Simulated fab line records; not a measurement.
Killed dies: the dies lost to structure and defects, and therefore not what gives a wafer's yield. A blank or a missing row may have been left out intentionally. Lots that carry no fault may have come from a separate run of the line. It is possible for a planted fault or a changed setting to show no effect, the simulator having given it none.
fab line records / flow n5Finfet
[record] lots = 10 wafers = 30 lastDay = 17
route steps=1938 shown BEOL_M9@1437 BEOL_M10@1470
lots that met no fault: taken from a fault-free run of the same line
startH: the number of hours between the record's first day and the start of the first shown wafer of the lot / waitH: hours from the lot's prior step to this one / " repeats the value in the row above / L1.1+2: several wafers, shown together as one row / - no value, or no start was given / * or withheld: withheld / < > ~ a bound
route shown NAME@n: NAME is a module with steps in the file, n the number in the route of the first one / usual: mean/standard deviation of fault-free wafers / same: alike in all rows / chamber/n: place in a boat / sites: readings site by site / _std_site: the values' standard deviation / _edge_site: outer sites' mean less inner sites' / radiusMm: for every site, how far away it sits from the centre of the wafer / mask NAME#n: copy n / behind: the tool/chamber that last shaped the wafer / hold: reason for holding the lot/hours on hold/outcome of the hold / device: which transistor (n, p or np) failed to switch / end of line: the same wafers' tests at the end of the route / a step without rows: its recipe alone / killed: dies lost to structure and defects at the first sort, not the wafer's yield / map: per-die view of a wafer (x killed, . not killed, _ where there is no die)
set.NAME: the setting that was run; set.NAME@STEP: the one run at that earlier step / model.NAME: the simulator's own value behind a step, which no gauge read
a sample of lots followed through the steps of the route, with each step as a table and each wafer as a row
services: a tool's chamber out of use, with start hour (startH, from the record's first day; less than 0 if before it), hours out, and reason
[[steps]]
[step N5_BEOL_M9_DESCUM_33]
[recipe] chemistry = O2 timeS = 7 sourcePowerW = 50 biasPowerW = 20 pressureMtorr = 20 rfFrequencyHz = 2.712e+07 tempC = 40 resist = CAR-EUV o2FlowSccm = 225
[usual] drypumpMotorCurrentA = 5.8/0.34 oesProductAu = 0.81/0.09 rfVppV = 243.2/1.1 showerheadPlenumPTorr = 2.10/0.05 throttleValvePct = 20.43/0.29
lot.wafer=L736.1 tool=rieDiel-06 chamber=3 startH=207.11 waitH=0.1 drypumpMotorCurrentA=5.8 oesProductAu=0.91 rfHoursCounterH=15 rfVppV=243.9 showerheadPlenumPTorr=2.14 throttleValvePct=19.98
lot.wafer=L736.2 tool=rieDiel-06 chamber=2 startH=207.11 waitH=0.1 drypumpMotorCurrentA=5.2 oesProductAu=0.83 rfHoursCounterH=87 rfVppV=243.0 showerheadPlenumPTorr=2.11 throttleValvePct=20.64
lot.wafer=L736.5 tool=rieDiel-06 chamber=2 startH=207.11 waitH=0.1 drypumpMotorCurrentA=5.2 oesProductAu=0.83 rfHoursCounterH=- rfVppV=243.4 showerheadPlenumPTorr=2.11 throttleValvePct=20.64
lot.wafer=L738.3 tool=rieDiel-06 chamber=2 startH=226.45 waitH=0.0 drypumpMotorCurrentA=5.2 oesProductAu=0.80 rfHoursCounterH=92 rfVppV=243.4 showerheadPlenumPTorr=2.11 throttleValvePct=20.65
lot.wafer=L738.4 tool=rieDiel-06 chamber=0 startH=226.45 waitH=0.0 drypumpMotorCurrentA=5.8 oesProductAu=0.67 rfHoursCounterH=242 rfVppV=243.9 showerheadPlenumPTorr=2.16 throttleValvePct=20.55
lot.wafer=L738.6 tool=rieDiel-06 chamber=0 startH=226.45 waitH=0.0 drypumpMotorCurrentA=5.8 oesProductAu=0.68 rfHoursCounterH=- rfVppV=243.6 showerheadPlenumPTorr=2.16 throttleValvePct=20.53
lot.wafer=L741.2 tool=rieDiel-06 chamber=0 startH=246.75 waitH=0.0 drypumpMotorCurrentA=5.7 oesProductAu=0.68 rfHoursCounterH=248 rfVppV=244.9 showerheadPlenumPTorr=2.16 throttleValvePct=20.55
lot.wafer=L741.4 tool=rieDiel-06 chamber=2 startH=246.75 waitH=0.0 drypumpMotorCurrentA=5.2 oesProductAu=0.82 rfHoursCounterH=99 rfVppV=241.6 showerheadPlenumPTorr=2.11 throttleValvePct=20.66
lot.wafer=L741.6 tool=rieDiel-06 chamber=2 startH=246.75 waitH=0.0 drypumpMotorCurrentA=5.2 oesProductAu=0.80 rfHoursCounterH=- rfVppV=244.6 showerheadPlenumPTorr=2.11 throttleValvePct=20.67
lot.wafer=L740.4 tool=rieDiel-03 chamber=0 startH=251.61 waitH=0.1 drypumpMotorCurrentA=5.6 oesProductAu=0.85 rfHoursCounterH=69 rfVppV=241.2 showerheadPlenumPTorr=2.03 throttleValvePct=19.88
lot.wafer=L740.5 tool=rieDiel-03 chamber=1 startH=251.61 waitH=0.1 drypumpMotorCurrentA=6.1 oesProductAu=0.72 rfHoursCounterH=- rfVppV=244.4 showerheadPlenumPTorr=2.17 throttleValvePct=20.85
lot.wafer=L740.6 tool=rieDiel-03 chamber=2 startH=251.61 waitH=0.1 drypumpMotorCurrentA=6.3 oesProductAu=0.90 rfHoursCounterH=- rfVppV=241.2 showerheadPlenumPTorr=2.05 throttleValvePct=20.25
lot.wafer=L749.2 tool=rieDiel-06 chamber=3 startH=288.67 waitH=0.3 drypumpMotorCurrentA=5.8 oesProductAu=0.85 rfHoursCounterH=42 rfVppV=243.5 showerheadPlenumPTorr=2.13 throttleValvePct=20.02
lot.wafer=L749.3 tool=rieDiel-06 chamber=0 startH=288.67 waitH=0.3 drypumpMotorCurrentA=5.8 oesProductAu=0.92 rfHoursCounterH=8 rfVppV=244.0 showerheadPlenumPTorr=2.15 throttleValvePct=20.16
lot.wafer=L749.6 tool=rieDiel-06 chamber=0 startH=288.67 waitH=0.3 drypumpMotorCurrentA=5.7 oesProductAu=0.93 rfHoursCounterH=- rfVppV=243.3 showerheadPlenumPTorr=2.15 throttleValvePct=20.18
lot.wafer=L752.1 tool=rieDiel-06 chamber=2 startH=306.45 waitH=0.4 drypumpMotorCurrentA=5.2 oesProductAu=0.78 rfHoursCounterH=120 rfVppV=242.6 showerheadPlenumPTorr=2.10 throttleValvePct=20.69
lot.wafer=L752.2 tool=rieDiel-06 chamber=3 startH=306.45 waitH=0.4 drypumpMotorCurrentA=5.8 oesProductAu=0.84 rfHoursCounterH=44 rfVppV=243.5 showerheadPlenumPTorr=2.13 throttleValvePct=20.02
lot.wafer=L752.6 tool=rieDiel-06 chamber=2 startH=306.45 waitH=0.4 drypumpMotorCurrentA=5.2 oesProductAu=0.79 rfHoursCounterH=- rfVppV=243.3 showerheadPlenumPTorr=2.10 throttleValvePct=20.69
lot.wafer=L751.2 tool=rieDiel-06 chamber=3 startH=322.46 waitH=0.0 drypumpMotorCurrentA=5.8 oesProductAu=0.84 rfHoursCounterH=50 rfVppV=243.7 showerheadPlenumPTorr=2.12 throttleValvePct=20.03
lot.wafer=L751.3 tool=rieDiel-06 chamber=0 startH=322.46 waitH=0.0 drypumpMotorCurrentA=5.7 oesProductAu=0.88 rfHoursCounterH=22 rfVppV=243.8 showerheadPlenumPTorr=2.15 throttleValvePct=20.18
lot.wafer=L751.6 tool=rieDiel-06 chamber=1 startH=322.46 waitH=0.0 drypumpMotorCurrentA=5.9 oesProductAu=1.00 rfHoursCounterH=- rfVppV=242.6 showerheadPlenumPTorr=2.06 throttleValvePct=20.64
lot.wafer=L754.3 tool=rieDiel-06 chamber=1 startH=326.30 waitH=0.1 drypumpMotorCurrentA=5.9 oesProductAu=0.98 rfHoursCounterH=4 rfVppV=242.8 showerheadPlenumPTorr=2.06 throttleValvePct=20.66
lot.wafer=L754.4 tool=rieDiel-06 chamber=0 startH=326.30 waitH=0.1 drypumpMotorCurrentA=5.7 oesProductAu=0.89 rfHoursCounterH=24 rfVppV=243.3 showerheadPlenumPTorr=2.15 throttleValvePct=20.18
lot.wafer=L754.6 tool=rieDiel-06 chamber=0 startH=326.30 waitH=0.1 drypumpMotorCurrentA=5.8 oesProductAu=0.88 rfHoursCounterH=- rfVppV=245.4 showerheadPlenumPTorr=2.15 throttleValvePct=20.18
lot.wafer=L756.1 tool=rieDiel-06 chamber=1 startH=337.73 waitH=0.0 drypumpMotorCurrentA=5.9 oesProductAu=0.96 rfHoursCounterH=8 rfVppV=242.3 showerheadPlenumPTorr=2.06 throttleValvePct=20.66
lot.wafer=L756.5 tool=rieDiel-06 chamber=2 startH=337.73 waitH=0.0 drypumpMotorCurrentA=5.2 oesProductAu=0.77 rfHoursCounterH=- rfVppV=244.8 showerheadPlenumPTorr=2.10 throttleValvePct=20.73
lot.wafer=L756.6 tool=rieDiel-06 chamber=1 startH=337.73 waitH=0.0 drypumpMotorCurrentA=5.9 oesProductAu=0.97 rfHoursCounterH=- rfVppV=242.7 showerheadPlenumPTorr=2.06 throttleValvePct=20.65
lot.wafer=L758.1 tool=rieDiel-04 chamber=2 startH=349.74 waitH=0.1 drypumpMotorCurrentA=5.6 oesProductAu=0.76 rfHoursCounterH=153 rfVppV=242.4 showerheadPlenumPTorr=2.00 throttleValvePct=20.47
lot.wafer=L758.2 tool=rieDiel-04 chamber=0 startH=349.74 waitH=0.1 drypumpMotorCurrentA=6.3 oesProductAu=0.86 rfHoursCounterH=49 rfVppV=242.4 showerheadPlenumPTorr=2.04 throttleValvePct=20.60
lot.wafer=L758.3 tool=rieDiel-04 chamber=1 startH=349.74 waitH=0.1 drypumpMotorCurrentA=5.6 oesProductAu=1.02 rfHoursCounterH=3 rfVppV=245.1 showerheadPlenumPTorr=2.14 throttleValvePct=20.16
[step N5_BEOL_M9_CURE_72]
[recipe] tempC = 370 timeS = 120 ambient = DMADMS/He material = SiCOH_lowk
[usual] lampPowerPct = 52.31/0.048 wafer_temp_C_max = 371.9/0.54
lot.wafer=L736.1 tool=uvCure-01 chamber=0 startH=207.97 waitH=0.3 lampPowerPct=52.35 wafer_temp_C_max=372.3
lot.wafer=L736.2 tool=uvCure-01 chamber=0 startH=207.97 waitH=0.3 lampPowerPct=52.31 wafer_temp_C_max=372.8
lot.wafer=L736.5 tool=uvCure-01 chamber=0 startH=207.97 waitH=0.3 lampPowerPct=52.34 wafer_temp_C_max=371.9
lot.wafer=L738.3 tool=uvCure-02 chamber=1 startH=227.30 waitH=0.2 lampPowerPct=52.37 wafer_temp_C_max=371.3
lot.wafer=L738.4 tool=uvCure-02 chamber=1 startH=227.30 waitH=0.2 lampPowerPct=52.36 wafer_temp_C_max=371.4
lot.wafer=L738.6 tool=uvCure-02 chamber=1 startH=227.30 waitH=0.2 lampPowerPct=52.26 wafer_temp_C_max=371.2
lot.wafer=L741.2 tool=uvCure-03 chamber=1 startH=247.50 waitH=0.1 lampPowerPct=52.37 wafer_temp_C_max=372.3
lot.wafer=L741.4 tool=uvCure-03 chamber=1 startH=247.50 waitH=0.1 lampPowerPct=52.26 wafer_temp_C_max=371.9
lot.wafer=L741.6 tool=uvCure-03 chamber=1 startH=247.50 waitH=0.1 lampPowerPct=52.31 wafer_temp_C_max=371.3
lot.wafer=L740.4 tool=uvCure-03 chamber=0 startH=252.56 waitH=0.3 lampPowerPct=52.27 wafer_temp_C_max=371.9
lot.wafer=L740.5 tool=uvCure-03 chamber=0 startH=252.56 waitH=0.3 lampPowerPct=52.27 wafer_temp_C_max=371.8
lot.wafer=L740.6 tool=uvCure-03 chamber=0 startH=252.56 waitH=0.3 lampPowerPct=52.32 wafer_temp_C_max=371.4
lot.wafer=L749.2 tool=uvCure-02 chamber=2 startH=289.37 waitH=0.1 lampPowerPct=52.26 wafer_temp_C_max=371.7
lot.wafer=L749.3 tool=uvCure-02 chamber=2 startH=289.37 waitH=0.1 lampPowerPct=52.43 wafer_temp_C_max=371.5
lot.wafer=L749.6 tool=uvCure-02 chamber=2 startH=289.37 waitH=0.1 lampPowerPct=52.26 wafer_temp_C_max=371.7
lot.wafer=L752.1 tool=uvCure-03 chamber=1 startH=307.10 waitH=0.0 lampPowerPct=52.31 wafer_temp_C_max=372.8
lot.wafer=L752.2 tool=uvCure-03 chamber=1 startH=307.10 waitH=0.0 lampPowerPct=52.33 wafer_temp_C_max=372.5
lot.wafer=L752.6 tool=uvCure-03 chamber=1 startH=307.10 waitH=0.0 lampPowerPct=52.32 wafer_temp_C_max=372.4
lot.wafer=L751.2 tool=uvCure-01 chamber=2 startH=323.16 waitH=0.1 lampPowerPct=52.26 wafer_temp_C_max=371.5
lot.wafer=L751.3 tool=uvCure-01 chamber=2 startH=323.16 waitH=0.1 lampPowerPct=52.30 wafer_temp_C_max=371.2
lot.wafer=L751.6 tool=uvCure-01 chamber=2 startH=323.16 waitH=0.1 lampPowerPct=52.29 wafer_temp_C_max=371.6
lot.wafer=L754.3 tool=uvCure-02 chamber=1 startH=327.16 waitH=0.2 lampPowerPct=52.29 wafer_temp_C_max=371.4
lot.wafer=L754.4 tool=uvCure-02 chamber=1 startH=327.16 waitH=0.2 lampPowerPct=52.34 wafer_temp_C_max=371.6
lot.wafer=L754.6 tool=uvCure-02 chamber=1 startH=327.16 waitH=0.2 lampPowerPct=52.30 wafer_temp_C_max=371.4
lot.wafer=L756.1 tool=uvCure-02 chamber=0 startH=338.38 waitH=0.0 lampPowerPct=52.32 wafer_temp_C_max=371.5
lot.wafer=L756.5 tool=uvCure-02 chamber=0 startH=338.38 waitH=0.0 lampPowerPct=52.20 wafer_temp_C_max=372.1
lot.wafer=L756.6 tool=uvCure-02 chamber=0 startH=338.38 waitH=0.0 lampPowerPct=52.27 wafer_temp_C_max=372.3
lot.wafer=L758.1 tool=uvCure-01 chamber=0 startH=350.40 waitH=0.0 lampPowerPct=52.28 wafer_temp_C_max=371.3
lot.wafer=L758.2 tool=uvCure-01 chamber=0 startH=350.40 waitH=0.0 lampPowerPct=52.36 wafer_temp_C_max=371.5
lot.wafer=L758.3 tool=uvCure-01 chamber=0 startH=350.40 waitH=0.0 lampPowerPct=52.37 wafer_temp_C_max=371.8
[step N5_BEOL_M9_DEGAS_44]
[recipe] ambient = vacuum tempC = 250 timeS = 60
[usual] heaterPowerW = 338/38
lot.wafer=L736.1 tool=pvdSputter-03 chamber=- startH=208.30 waitH=0.3 heaterPowerW=340
lot.wafer=L736.2 tool=pvdSputter-03 chamber=- startH=208.30 waitH=0.3 heaterPowerW=374
lot.wafer=L736.5 tool=pvdSputter-03 chamber=- startH=208.30 waitH=0.3 heaterPowerW=301
lot.wafer=L738.3 tool=pvdSputter-03 chamber=- startH=227.84 waitH=0.4 heaterPowerW=331
lot.wafer=L738.4 tool=pvdSputter-03 chamber=- startH=227.84 waitH=0.4 heaterPowerW=365
lot.wafer=L738.6 tool=pvdSputter-03 chamber=- startH=227.84 waitH=0.4 heaterPowerW=341
lot.wafer=L741.2 tool=pvdSputter-03 chamber=- startH=248.27 waitH=0.7 heaterPowerW=348
lot.wafer=L741.4 tool=pvdSputter-03 chamber=- startH=248.27 waitH=0.7 heaterPowerW=373
lot.wafer=L741.6 tool=pvdSputter-03 chamber=- startH=248.27 waitH=0.7 heaterPowerW=380
lot.wafer=L740.4 tool=pvdSputter-02 chamber=- startH=252.94 waitH=0.3 heaterPowerW=352
lot.wafer=L740.5 tool=pvdSputter-02 chamber=- startH=252.94 waitH=0.3 heaterPowerW=308
lot.wafer=L740.6 tool=pvdSputter-02 chamber=- startH=252.94 waitH=0.3 heaterPowerW=383
lot.wafer=L749.2 tool=pvdSputter-01 chamber=- startH=289.80 waitH=0.4 heaterPowerW=242
lot.wafer=L749.3 tool=pvdSputter-01 chamber=- startH=289.80 waitH=0.4 heaterPowerW=348
lot.wafer=L749.6 tool=pvdSputter-01 chamber=- startH=289.80 waitH=0.4 heaterPowerW=248
lot.wafer=L752.1 tool=pvdSputter-03 chamber=- startH=307.51 waitH=0.4 heaterPowerW=333
lot.wafer=L752.2 tool=pvdSputter-03 chamber=- startH=307.51 waitH=0.4 heaterPowerW=371
lot.wafer=L752.6 tool=pvdSputter-03 chamber=- startH=307.51 waitH=0.4 heaterPowerW=369
lot.wafer=L751.2 tool=pvdSputter-03 chamber=- startH=323.63 waitH=0.4 heaterPowerW=339
lot.wafer=L751.3 tool=pvdSputter-03 chamber=- startH=323.63 waitH=0.4 heaterPowerW=299
lot.wafer=L751.6 tool=pvdSputter-03 chamber=- startH=323.63 waitH=0.4 heaterPowerW=371
lot.wafer=L754.3 tool=pvdSputter-01 chamber=- startH=327.98 waitH=0.7 heaterPowerW=344
lot.wafer=L754.4 tool=pvdSputter-01 chamber=- startH=327.98 waitH=0.7 heaterPowerW=245
lot.wafer=L754.6 tool=pvdSputter-01 chamber=- startH=327.98 waitH=0.7 heaterPowerW=381
lot.wafer=L756.1 tool=pvdSputter-01 chamber=- startH=340.17 waitH=1.7 heaterPowerW=379
lot.wafer=L756.5 tool=pvdSputter-01 chamber=- startH=340.17 waitH=1.7 heaterPowerW=248
lot.wafer=L756.6 tool=pvdSputter-01 chamber=- startH=340.17 waitH=1.7 heaterPowerW=391
lot.wafer=L758.1 tool=pvdSputter-02 chamber=- startH=352.47 waitH=2.0 heaterPowerW=301
lot.wafer=L758.2 tool=pvdSputter-02 chamber=- startH=352.47 waitH=2.0 heaterPowerW=363
lot.wafer=L758.3 tool=pvdSputter-02 chamber=- startH=352.47 waitH=2.0 heaterPowerW=310
[step N5_BEOL_M10_ILD_DEP_00]
[recipe] material = SiCOH_lowk targetThkA = 3085.1 tempC = 300 precursor = DEMS/porogen pressureTorr = 5 rfW = 500 timeS = 58
[usual] heaterPowerW = 322/47 runLengthS = 101.1/0.61 showerheadPlenumPTorr = 5.736/0.014 showerheadVppV = 1393/46 throttleValvePct = 13.9/0.74
lot.wafer=L736.1 tool=pecvd-01 chamber=1 startH=212.00 waitH=0.0 heaterPowerW=269 runLengthS=101.5 showerheadPlenumPTorr=5.709 showerheadVppV=1426 throttleValvePct=13.8
lot.wafer=L736.2 tool=pecvd-01 chamber=2 startH=212.00 waitH=0.0 heaterPowerW=295 runLengthS=100.3 showerheadPlenumPTorr=5.751 showerheadVppV=1406 throttleValvePct=13.6
lot.wafer=L736.5 tool=pecvd-01 chamber=0 startH=212.00 waitH=0.0 heaterPowerW=292 runLengthS=101.4 showerheadPlenumPTorr=5.728 showerheadVppV=1393 throttleValvePct=14.9
lot.wafer=L738.3 tool=pecvd-01 chamber=1 startH=229.66 waitH=0.0 heaterPowerW=282 runLengthS=101.9 showerheadPlenumPTorr=5.716 showerheadVppV=1402 throttleValvePct=13.7
lot.wafer=L738.4 tool=pecvd-01 chamber=1 startH=229.66 waitH=0.0 heaterPowerW=294 runLengthS=101.2 showerheadPlenumPTorr=5.718 showerheadVppV=1411 throttleValvePct=13.5
lot.wafer=L738.6 tool=pecvd-01 chamber=0 startH=229.66 waitH=0.0 heaterPowerW=344 runLengthS=101.7 showerheadPlenumPTorr=5.718 showerheadVppV=1384 throttleValvePct=15.1
lot.wafer=L741.2 tool=pecvd-02 chamber=1 startH=251.13 waitH=0.0 heaterPowerW=361 runLengthS=100.5 showerheadPlenumPTorr=5.737 showerheadVppV=1433 throttleValvePct=14.1
lot.wafer=L741.4 tool=pecvd-02 chamber=2 startH=251.13 waitH=0.0 heaterPowerW=396 runLengthS=101.0 showerheadPlenumPTorr=5.707 showerheadVppV=1341 throttleValvePct=13.0
lot.wafer=L741.6 tool=pecvd-02 chamber=0 startH=251.13 waitH=0.0 heaterPowerW=287 runLengthS=100.3 showerheadPlenumPTorr=5.745 showerheadVppV=1290 throttleValvePct=13.9
lot.wafer=L740.4 tool=pecvd-04 chamber=1 startH=256.56 waitH=0.1 heaterPowerW=253 runLengthS=102.2 showerheadPlenumPTorr=5.755 showerheadVppV=1474 throttleValvePct=13.2
lot.wafer=L740.5 tool=pecvd-04 chamber=2 startH=256.56 waitH=0.1 heaterPowerW=352 runLengthS=101.4 showerheadPlenumPTorr=5.752 showerheadVppV=1433 throttleValvePct=13.1
lot.wafer=L740.6 tool=pecvd-04 chamber=0 startH=256.56 waitH=0.1 heaterPowerW=367 runLengthS=100.4 showerheadPlenumPTorr=5.735 showerheadVppV=1347 throttleValvePct=15.2
lot.wafer=L749.2 tool=pecvd-01 chamber=1 startH=292.31 waitH=0.0 heaterPowerW=287 runLengthS=104.5 showerheadPlenumPTorr=5.715 showerheadVppV=1410 throttleValvePct=13.6
lot.wafer=L749.3 tool=pecvd-01 chamber=2 startH=292.31 waitH=0.0 heaterPowerW=322 runLengthS=103.5 showerheadPlenumPTorr=5.763 showerheadVppV=1413 throttleValvePct=13.6
lot.wafer=L749.6 tool=pecvd-01 chamber=0 startH=292.31 waitH=0.0 heaterPowerW=300 runLengthS=104.2 showerheadPlenumPTorr=5.732 showerheadVppV=1384 throttleValvePct=15.1
lot.wafer=L752.1 tool=pecvd-02 chamber=0 startH=311.08 waitH=0.0 heaterPowerW=283 runLengthS=100.8 showerheadPlenumPTorr=5.738 showerheadVppV=1320 throttleValvePct=14.0
lot.wafer=L752.2 tool=pecvd-02 chamber=2 startH=311.08 waitH=0.0 heaterPowerW=411 runLengthS=100.6 showerheadPlenumPTorr=5.701 showerheadVppV=1314 throttleValvePct=13.2
lot.wafer=L752.6 tool=pecvd-02 chamber=0 startH=311.08 waitH=0.0 heaterPowerW=283 runLengthS=101.2 showerheadPlenumPTorr=5.720 showerheadVppV=1286 throttleValvePct=14.1
lot.wafer=L751.2 tool=pecvd-01 chamber=0 startH=325.35 waitH=0.0 heaterPowerW=358 runLengthS=104.6 showerheadPlenumPTorr=5.749 showerheadVppV=1400 throttleValvePct=14.9
lot.wafer=L751.3 tool=pecvd-01 chamber=1 startH=325.35 waitH=0.0 heaterPowerW=294 runLengthS=104.1 showerheadPlenumPTorr=5.700 showerheadVppV=1408 throttleValvePct=13.3
lot.wafer=L751.6 tool=pecvd-01 chamber=1 startH=325.35 waitH=0.0 heaterPowerW=302 runLengthS=104.0 showerheadPlenumPTorr=5.728 showerheadVppV=1390 throttleValvePct=13.3
lot.wafer=L754.3 tool=pecvd-04 chamber=2 startH=330.10 waitH=0.0 heaterPowerW=319 runLengthS=101.3 showerheadPlenumPTorr=5.740 showerheadVppV=1430 throttleValvePct=13.2
lot.wafer=L754.4 tool=pecvd-04 chamber=0 startH=330.10 waitH=0.0 heaterPowerW=376 runLengthS=100.7 showerheadPlenumPTorr=5.726 showerheadVppV=1333 throttleValvePct=14.7
lot.wafer=L754.6 tool=pecvd-04 chamber=1 startH=330.10 waitH=0.0 heaterPowerW=223 runLengthS=102.6 showerheadPlenumPTorr=5.745 showerheadVppV=1444 throttleValvePct=13.0
lot.wafer=L756.1 tool=pecvd-02 chamber=1 startH=341.84 waitH=0.0 heaterPowerW=323 runLengthS=100.7 showerheadPlenumPTorr=5.747 showerheadVppV=1418 throttleValvePct=13.8
lot.wafer=L756.5 tool=pecvd-02 chamber=2 startH=341.84 waitH=0.0 heaterPowerW=422 runLengthS=100.6 showerheadPlenumPTorr=5.709 showerheadVppV=1348 throttleValvePct=13.3
lot.wafer=L756.6 tool=pecvd-02 chamber=1 startH=341.84 waitH=0.0 heaterPowerW=343 runLengthS=101.1 showerheadPlenumPTorr=5.737 showerheadVppV=1413 throttleValvePct=14.1
lot.wafer=L758.1 tool=pecvd-02 chamber=2 startH=354.17 waitH=0.0 heaterPowerW=421 runLengthS=100.7 showerheadPlenumPTorr=5.711 showerheadVppV=1364 throttleValvePct=13.2
lot.wafer=L758.2 tool=pecvd-02 chamber=0 startH=354.17 waitH=0.0 heaterPowerW=260 runLengthS=100.3 showerheadPlenumPTorr=5.737 showerheadVppV=1326 throttleValvePct=14.1
lot.wafer=L758.3 tool=pecvd-02 chamber=1 startH=354.17 waitH=0.0 heaterPowerW=357 runLengthS=100.9 showerheadPlenumPTorr=5.743 showerheadVppV=1406 throttleValvePct=14.3
[step N5_BEOL_M10_THK_MEAS_01]
[recipe] reads = SiCOH_lowk_of_BEOL_M10_ILD_DEP_00
[usual] M10_ILD_THK = 269/3.4
lot.wafer=L736.1 tool=filmMetro-02 chamber=- startH=212.59 waitH=0.4 M10_ILD_THK[nm]=265
lot.wafer=L736.2 tool=filmMetro-02 chamber=- startH=212.59 waitH=0.4 M10_ILD_THK[nm]=265
lot.wafer=L736.5 tool=filmMetro-02 chamber=- startH=212.59 waitH=0.4 M10_ILD_THK[nm]=268
lot.wafer=L738.3 tool=filmMetro-02 chamber=- startH=230.26 waitH=0.3 M10_ILD_THK[nm]=267
lot.wafer=L738.4 tool=filmMetro-02 chamber=- startH=230.26 waitH=0.3 M10_ILD_THK[nm]=271
lot.wafer=L738.6 tool=filmMetro-02 chamber=- startH=230.26 waitH=0.3 M10_ILD_THK[nm]=269
lot.wafer=L741.2 tool=filmMetro-01 chamber=- startH=251.72 waitH=0.4 M10_ILD_THK[nm]=270
lot.wafer=L741.4 tool=filmMetro-01 chamber=- startH=251.72 waitH=0.4 M10_ILD_THK[nm]=277
lot.wafer=L741.6 tool=filmMetro-01 chamber=- startH=251.72 waitH=0.4 M10_ILD_THK[nm]=274
lot.wafer=L740.4 tool=filmMetro-02 chamber=- startH=257.22 waitH=0.2 M10_ILD_THK[nm]=271
lot.wafer=L740.5 tool=filmMetro-02 chamber=- startH=257.22 waitH=0.2 M10_ILD_THK[nm]=274
lot.wafer=L740.6 tool=filmMetro-02 chamber=- startH=257.22 waitH=0.2 M10_ILD_THK[nm]=274
lot.wafer=L749.2 tool=filmMetro-02 chamber=- startH=292.90 waitH=0.4 M10_ILD_THK[nm]=278
lot.wafer=L749.3 tool=filmMetro-02 chamber=- startH=292.90 waitH=0.4 M10_ILD_THK[nm]=280
lot.wafer=L749.6 tool=filmMetro-02 chamber=- startH=292.90 waitH=0.4 M10_ILD_THK[nm]=283
lot.wafer=L752.1 tool=filmMetro-01 chamber=- startH=311.67 waitH=0.4 M10_ILD_THK[nm]=272
lot.wafer=L752.2 tool=filmMetro-01 chamber=- startH=311.67 waitH=0.4 M10_ILD_THK[nm]=270
lot.wafer=L752.6 tool=filmMetro-01 chamber=- startH=311.67 waitH=0.4 M10_ILD_THK[nm]=277
lot.wafer=L751.2 tool=filmMetro-01 chamber=- startH=325.94 waitH=0.4 M10_ILD_THK[nm]=275
lot.wafer=L751.3 tool=filmMetro-01 chamber=- startH=325.94 waitH=0.4 M10_ILD_THK[nm]=278
lot.wafer=L751.6 tool=filmMetro-01 chamber=- startH=325.94 waitH=0.4 M10_ILD_THK[nm]=282
lot.wafer=L754.3 tool=filmMetro-02 chamber=- startH=330.70 waitH=0.3 M10_ILD_THK[nm]=266
lot.wafer=L754.4 tool=filmMetro-02 chamber=- startH=330.70 waitH=0.3 M10_ILD_THK[nm]=271
lot.wafer=L754.6 tool=filmMetro-02 chamber=- startH=330.70 waitH=0.3 M10_ILD_THK[nm]=268
lot.wafer=L756.1 tool=filmMetro-01 chamber=- startH=342.43 waitH=0.4 M10_ILD_THK[nm]=270
lot.wafer=L756.5 tool=filmMetro-01 chamber=- startH=342.43 waitH=0.4 M10_ILD_THK[nm]=273
lot.wafer=L756.6 tool=filmMetro-01 chamber=- startH=342.43 waitH=0.4 M10_ILD_THK[nm]=273
lot.wafer=L758.1 tool=filmMetro-02 chamber=- startH=354.76 waitH=0.4 M10_ILD_THK[nm]=266
lot.wafer=L758.2 tool=filmMetro-02 chamber=- startH=354.76 waitH=0.4 M10_ILD_THK[nm]=263
lot.wafer=L758.3 tool=filmMetro-02 chamber=- startH=354.76 waitH=0.4 M10_ILD_THK[nm]=264
[[services]]
tool=uvCure-03 chamber=- startH=188.87 hours=0.9 kind=repair
tool=rieDiel-04 chamber=3 startH=206.29 hours=13.1 kind=repair
tool=uvCure-01 chamber=- startH=222.53 hours=5.0 kind=pm
tool=uvCure-01 chamber=- startH=227.53 hours=7.5 kind=pm
tool=uvCure-03 chamber=- startH=229.12 hours=1.0 kind=pm
tool=uvCure-01 chamber=- startH=236.52 hours=2.1 kind=pm
tool=uvCure-02 chamber=- startH=253.49 hours=1.0 kind=pm
tool=rieDiel-06 chamber=0 startH=255.87 hours=- kind=clean
tool=rieDiel-06 chamber=0 startH=255.87 hours=- kind=consumableReplace:focusRing
tool=rieDiel-06 chamber=0 startH=255.87 hours=11.8 kind=scheduledDown
tool=rieDiel-06 chamber=0 startH=255.87 hours=11.8 kind=ventCycle
tool=pecvd-01 chamber=- startH=256.49 hours=0.9 kind=repair
tool=rieDiel-03 chamber=0 startH=268.67 hours=3.8 kind=repair
tool=rieDiel-04 chamber=0 startH=271.49 hours=3.0 kind=repair
tool=uvCure-03 chamber=- startH=279.69 hours=2.1 kind=pm
tool=rieDiel-04 chamber=0 startH=283.51 hours=6.1 kind=repair
tool=rieDiel-04 chamber=2 startH=291.59 hours=9.0 kind=repair
tool=rieDiel-04 chamber=1 startH=299.71 hours=3.5 kind=repair
tool=uvCure-03 chamber=- startH=305.67 hours=0.6 kind=repair
tool=pecvd-02 chamber=- startH=310.09 hours=0.5 kind=repair
tool=rieDiel-04 chamber=3 startH=313.50 hours=3.9 kind=repair
tool=pvdSputter-03 chamber=- startH=316.18 hours=2.9 kind=repair
tool=rieDiel-04 chamber=2 startH=319.23 hours=6.4 kind=repair
tool=pecvd-02 chamber=- startH=326.05 hours=14.6 kind=pm
[[key]]
[firstSign] step = N5_BEOL_M10_ILD_DEP_00 reading = runLengthS direction = up sigmas = 5 usual = * struck = *
[effect] step = N5_BEOL_M10_THK_MEAS_01 reading = M10_ILD_THK direction = up sigmas = 3.1 usual = 269 struck = 279
metAt N5_BEOL_M10_ILD_DEP_00
struckLots L749,L751
notActingAt N5_BEOL_M9_DESCUM_33,N5_BEOL_M9_CURE_72,N5_BEOL_M9_DEGAS_44
onsetBetween 229.66 292.31
[fault] kind = processParameterDrift tool = pecvd-01 chamber = - onsetH = 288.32 steps = N5_BEOL_M10_ILD_DEP_00 channel = timeS offset = * shape = step endH = 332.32 actsIn = * stated = *
